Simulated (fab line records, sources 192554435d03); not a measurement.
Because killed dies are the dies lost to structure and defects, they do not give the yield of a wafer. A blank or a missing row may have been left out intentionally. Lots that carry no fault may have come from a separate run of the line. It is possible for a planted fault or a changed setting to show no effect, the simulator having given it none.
Which tool did it?	flow n5Finfet	24 lots, 72 wafers sampled, at 6 steps of a route of 1938

WHAT THE GAUGES READ, wafer by wafer
N5_BEOL_M8_INSPECT_58: inspects for defects (darkfield). Usual: rawDefectCount at 72, with a standard deviation of 24.
lot	measured	on	rawDefectCount	flag
L074	day 9 14:33	defectInspect-01	51 66 66	
L075	day 9 15:26	defectInspect-01	60 89 65	
L077	day 9 15:57	defectInspect-02	42 60 86	
L076	day 9 22:48	defectInspect-01	102 71 68	
L079	day 10 19:20	defectInspect-02	59 54 49	
L080	day 10 19:23	defectInspect-02	63 80 55	
L078	day 10 22:52	defectInspect-02	55 108 127	
L081	day 11 03:08	defectInspect-02	81 57 64	
L082	day 11 08:53	defectInspect-02	120 136 137	
L083	day 11 09:11	defectInspect-02	49 22 45	
L084	day 11 19:13	defectInspect-02	63 48 59	
L085	day 12 05:16	defectInspect-01	73 58 50	
L086	day 12 12:14	defectInspect-01	87 105 86	
L087	day 12 20:26	defectInspect-01	78 64 59	
L088	day 13 02:12	defectInspect-02	62 81 51	
L090	day 13 02:55	defectInspect-01	65 33 61	
L089	day 13 10:58	defectInspect-02	67 114 48	
L091	day 13 11:38	defectInspect-02	73 74 69	
L092	day 13 22:29	defectInspect-01	63 63 70	
L093	day 14 09:38	defectInspect-02	36 50 80	
L094	day 14 13:14	defectInspect-02	59 44 92	
L095	day 14 14:48	defectInspect-02	63 105 111	
L096	day 15 02:22	defectInspect-02	66 105 126	
L097	day 15 06:20	defectInspect-02	57 74 86	

N5_BEOL_M9_CD_MEAS_11: the cd target is 64.1 nm. Usual: cdNm at 63.9 nm, with a standard deviation of 0.49.
lot	measured	on	cdNm (nm)	flag
L074	day 9 18:59	cdSem-03	64.1 63.9 63.8	
L075	day 9 19:20	cdSem-01	64.4 64.1 63.8	
L077	day 9 19:30	cdSem-02	63.3 63.8 63.6	
L076	day 10 01:20	cdSem-02	64.0 64.3 64.0	
L079	day 10 21:24	cdSem-03	64.3 64.5 63.6	
L080	day 10 21:26	cdSem-02	64.7 63.9 64.2	
L078	day 11 00:14	cdSem-03	63.3 63.6 63.6	
L081	day 11 06:56	cdSem-01	63.8 64.0 64.1	
L082	day 11 11:42	cdSem-01	64.0 63.3 63.5	
L083	day 11 11:52	cdSem-03	63.5 63.4 63.3	
L084	day 11 21:05	cdSem-03	63.5 64.8 63.7	
L085	day 12 08:35	cdSem-01	63.1 63.0 63.0	
L086	day 12 14:16	cdSem-02	63.2 64.2 63.7	
L087	day 12 21:58	cdSem-02	63.3 63.3 63.3	
L088	day 13 04:58	cdSem-01	64.4 64.2 63.8	
L090	day 13 05:07	cdSem-02	64.1 63.5 63.7	
L089	day 13 13:59	cdSem-02	64.8 63.4 64.6	
L091	day 13 14:18	cdSem-01	63.6 63.8 63.6	
L092	day 14 00:56	cdSem-02	63.9 64.5 63.7	
L093	day 14 12:46	cdSem-01	64.2 65.1 64.2	
L094	day 14 16:33	cdSem-03	63.4 63.2 63.4	
L095	day 14 17:02	cdSem-02	63.1 64.1 63.6	
L096	day 15 04:55	cdSem-02	64.5 64.6 64.4	
L097	day 15 09:41	cdSem-02	64.0 63.9 64.2	

N5_BEOL_M9_CD_MEAS_18: pitch 140 nm, target cd 70 nm. Usual: cdNm at 69.8 nm, with a standard deviation of 0.52.
lot	measured	on	cdNm (nm)	flag
L074	day 9 19:55	cdSem-01	69.6 70.3 70.0	
L075	day 9 20:29	cdSem-02	70.1 69.5 69.3	
L077	day 9 20:47	cdSem-01	69.6 70.1 69.3	
L076	day 10 01:52	cdSem-02	70.0 69.8 69.5	
L079	day 10 22:04	cdSem-03	70.3 69.7 69.3	
L080	day 10 22:06	cdSem-03	70.1 69.8 70.2	
L078	day 11 00:55	cdSem-03	69.1 69.5 69.0	
L081	day 11 07:37	cdSem-03	69.5 69.8 70.1	
L082	day 11 12:18	cdSem-01	70.6 69.8 69.7	
L083	day 11 12:27	cdSem-02	69.5 69.6 68.8	
L084	day 11 21:37	cdSem-03	69.7 70.6 69.7	
L085	day 12 09:16	cdSem-02	68.7 69.6 68.9	
L086	day 12 14:53	cdSem-02	69.3 69.5 68.9	
L087	day 12 22:30	cdSem-03	69.6 69.5 69.7	
L088	day 13 05:46	cdSem-01	70.1 69.8 70.1	
L090	day 13 05:49	cdSem-02	69.8 69.9 70.0	
L089	day 13 14:54	cdSem-01	70.3 69.9 71.1	
L091	day 13 14:56	cdSem-01	69.3 70.0 69.4	
L092	day 14 01:34	cdSem-02	70.3 70.5 69.9	
L093	day 14 13:20	cdSem-03	69.8 70.4 70.3	
L094	day 14 17:22	cdSem-02	69.5 68.9 69.7	
L095	day 14 17:50	cdSem-02	68.9 69.3 70.0	
L096	day 15 05:40	cdSem-02	70.8 70.4 70.4	
L097	day 15 10:14	cdSem-01	69.6 69.6 70.4	

WHICH TOOL RAN EACH LOT (tool, then ch and the chambers of the sampled wafers, then the start)
lot	N5_BEOL_M8_PRE_CLEAN_45	N5_BEOL_M8_DEP_56	N5_BEOL_M9_ILD_DEP_00
L074	pvdSputter-03, day 9 12:50	pecvd-02 ch 0,1, day 9 14:26	pecvd-01 ch 0,1, day 9 14:35
L075	pvdSputter-03, day 9 13:27	pecvd-03 ch 0,1,2, day 9 15:20	pecvd-04 ch 0,2, day 9 15:28
L077	pvdSputter-03, day 9 13:52	pecvd-03 ch 0,1, day 9 15:51	pecvd-04 ch 1,2, day 9 15:59
L076	pvdSputter-03, day 9 20:43	pecvd-02 ch 0,1, day 9 22:40	pecvd-01 ch 0,1,2, day 9 22:50
L079	pvdSputter-03, day 10 17:38	pecvd-01 ch 0,1, day 10 19:14	pecvd-01 ch 0,1,2, day 10 19:22
L080	pvdSputter-01, day 10 17:47	pecvd-02 ch 1,2, day 10 19:17	pecvd-02 ch 0,1, day 10 19:25
L078	pvdSputter-02, day 10 20:59	pecvd-03 ch 1,2, day 10 22:47	pecvd-02 ch 0,2, day 10 22:55
L081	pvdSputter-01, day 10 23:43	pecvd-02 ch 0,2, day 11 03:02	pecvd-02 ch 0,2, day 11 03:10
L082	pvdSputter-03, day 11 07:17	pecvd-02 ch 0,1,2, day 11 08:47	pecvd-01 ch 1,2, day 11 08:55
L083	pvdSputter-03, day 11 07:22	pecvd-03 ch 0,1, day 11 09:05	pecvd-01 ch 1,2, day 11 09:13
L084	pvdSputter-02, day 11 15:55	pecvd-03 ch 0,2, day 11 19:07	pecvd-04 ch 0,1, day 11 19:14
L085	pvdSputter-03, day 12 03:33	pecvd-03 ch 1, day 12 05:10	pecvd-04 ch 0,1,2, day 12 05:19
L086	pvdSputter-01, day 12 09:58	pecvd-03 ch 0,1, day 12 12:08	pecvd-01 ch 0,2, day 12 12:16
L087	pvdSputter-02, day 12 18:17	pecvd-03 ch 0,1, day 12 20:20	pecvd-02 ch 1,2, day 12 20:28
L088	pvdSputter-01, day 13 00:22	pecvd-02 ch 0,2, day 13 02:06	pecvd-01 ch 0,1, day 13 02:14
L090	pvdSputter-01, day 13 00:50	pecvd-01 ch 0,1,2, day 13 02:49	pecvd-01 ch 0,1,2, day 13 02:57
L089	pvdSputter-03, day 13 08:57	pecvd-02 ch 0,1,2, day 13 10:52	pecvd-04 ch 1,2, day 13 11:00
L091	pvdSputter-03, day 13 09:44	pecvd-03 ch 0,1,2, day 13 11:33	pecvd-02 ch 0,1,2, day 13 11:41
L092	pvdSputter-02, day 13 20:36	pecvd-01 ch 1,2, day 13 22:23	pecvd-02 ch 0,1, day 13 22:31
L093	pvdSputter-02, day 14 07:04	pecvd-03 ch 0,1,2, day 14 09:32	pecvd-04 ch 0,1,2, day 14 09:40
L094	pvdSputter-03, day 14 11:14	pecvd-01 ch 0,1,2, day 14 13:08	pecvd-04 ch 0,1, day 14 13:16
L095	pvdSputter-02, day 14 12:30	pecvd-02 ch 0,1,2, day 14 14:42	pecvd-04 ch 0,2, day 14 14:50
L096	pvdSputter-03, day 15 00:11	pecvd-01 ch 0,1,2, day 15 02:16	pecvd-04 ch 0,2, day 15 02:24
L097	pvdSputter-01, day 15 04:12	pecvd-02 ch 0,1,2, day 15 06:14	pecvd-02 ch 0,1,2, day 15 06:23
- N5_BEOL_M8_PRE_CLEAN_45: time 30 s.
- N5_BEOL_M8_DEP_56: deposits SiCN from 3MS/NH3, target thk 10 nm, time 17.5 s.
- N5_BEOL_M9_ILD_DEP_00: deposits SiCOH lowk from DEMS/porogen, target thk 308.51 nm, time 58 s.

WHAT THE TOOLS THEMSELVES READ (means of the sampled wafers that have a number; where no wafer has one, the mark that the record gives instead)
N5_BEOL_M8_PRE_CLEAN_45. Usual: heaterPowerW at 338 W, with a standard deviation of 35.
lot	tool	heaterPowerW (W)	flag
L074	pvdSputter-03	324	
L075	pvdSputter-03	338	
L077	pvdSputter-03	331	
L076	pvdSputter-03	353	
L079	pvdSputter-03	321	
L080	pvdSputter-01	349	
L078	pvdSputter-02	339	
L081	pvdSputter-01	362	
L082	pvdSputter-03	344	
L083	pvdSputter-03	323	
L084	pvdSputter-02	312	
L085	pvdSputter-03	344	
L086	pvdSputter-01	330	
L087	pvdSputter-02	332	
L088	pvdSputter-01	340	
L090	pvdSputter-01	356	
L089	pvdSputter-03	336	
L091	pvdSputter-03	326	
L092	pvdSputter-02	355	
L093	pvdSputter-02	352	
L094	pvdSputter-03	329	
L095	pvdSputter-02	333	
L096	pvdSputter-03	333	
L097	pvdSputter-01	338	

N5_BEOL_M8_DEP_56. Usual: rfFwdPowerW 199.8 W, standard deviation 0.7; showerheadPlenumPTorr 3.661 Torr, standard deviation 0.016; throttleValvePct 9.2 %, standard deviation 0.49.
lot	tool	rfFwdPowerW (W)	showerheadPlenumPTorr (Torr)	throttleValvePct (%)	flag
L074	pecvd-02	199.8	3.641	9.7	
L075	pecvd-03	199.6	3.671	9.1	
L077	pecvd-03	200.0	3.682	9.2	
L076	pecvd-02	199.7	3.648	9.6	
L079	pecvd-01	199.5	3.664	9.7	
L080	pecvd-02	199.4	3.645	8.4	
L078	pecvd-03	200.3	3.682	9.2	
L081	pecvd-02	200.2	3.646	8.7	
L082	pecvd-02	199.9	3.648	9.3	
L083	pecvd-03	200.2	3.685	9.3	
L084	pecvd-03	199.3	3.676	9.0	
L085	pecvd-03	200.0	3.679	9.3	
L086	pecvd-03	200.5	3.685	9.0	
L087	pecvd-03	199.7	3.682	9.3	
L088	pecvd-02	199.7	3.647	9.4	
L090	pecvd-01	199.6	3.659	9.3	
L089	pecvd-02	200.0	3.652	9.1	
L091	pecvd-03	199.8	3.673	9.0	
L092	pecvd-01	200.3	3.655	9.2	
L093	pecvd-03	199.6	3.674	9.1	
L094	pecvd-01	200.2	3.659	9.2	
L095	pecvd-02	200.3	3.647	9.1	
L096	pecvd-01	199.7	3.664	9.5	
L097	pecvd-02	200.8	3.648	9.4	

N5_BEOL_M9_ILD_DEP_00. Usual: heaterPowerW 339 W, standard deviation 64; rfFwdPowerW 496.6 W, standard deviation 1.7; showerheadPlenumPTorr 5.733 Torr, standard deviation 0.015; throttleValvePct 14.0 %, standard deviation 0.8.
lot	tool	heaterPowerW (W)	rfFwdPowerW (W)	showerheadPlenumPTorr (Torr)	throttleValvePct (%)	flag
L074	pecvd-01	378	495.5	5.735	14.7	
L075	pecvd-04	323	498.9	5.745	13.8	
L077	pecvd-04	374	496.3	5.746	13.1	
L076	pecvd-01	358	496.7	5.736	14.3	
L079	pecvd-01	349	496.7	5.736	14.3	
L080	pecvd-02	300	496.9	5.724	14.8	
L078	pecvd-02	269	497.0	5.719	14.1	
L081	pecvd-02	252	497.6	5.723	14.0	
L082	pecvd-01	325	498.5	5.726	13.9	
L083	pecvd-01	387	497.9	5.729	14.4	
L084	pecvd-04	377	496.2	5.749	13.9	
L085	pecvd-04	366	497.2	5.742	13.7	
L086	pecvd-01	328	494.4	5.723	13.7	
L087	pecvd-02	292	498.0	5.716	13.3	
L088	pecvd-01	381	496.0	5.734	14.7	
L090	pecvd-01	368	497.6	5.726	14.3	
L089	pecvd-04	399	496.7	5.744	13.4	
L091	pecvd-02	252	494.6	5.721	14.0	
L092	pecvd-02	263	497.1	5.723	15.0	
L093	pecvd-04	361	497.9	5.738	13.7	
L094	pecvd-04	331	496.8	5.743	14.0	
L095	pecvd-04	319	499.1	5.734	14.1	
L096	pecvd-04	332	496.3	5.735	14.0	
L097	pecvd-02	285	494.8	5.714	14.2	

THE ANSWER, worked out from the rows above alone
Rule: take the mean of a lot's wafers that have a number; if it is more than 3 standard deviations from the usual mean, the lot is off. Also off: a lot with no number at a reading for which 4 or more lots have one. The other lots that the step has rows for count as sound. After the gauges, taken in route order, come the tools' own readings; for these a lot's mean is taken, as printed above. The first step at which some lot is off is used, and at that step the reading that is off furthest; a lot without a number counts as furthest.
None of the lots is off at any reading shown; this tells nothing.

WHAT THE SIMULATOR HAD INSERTED
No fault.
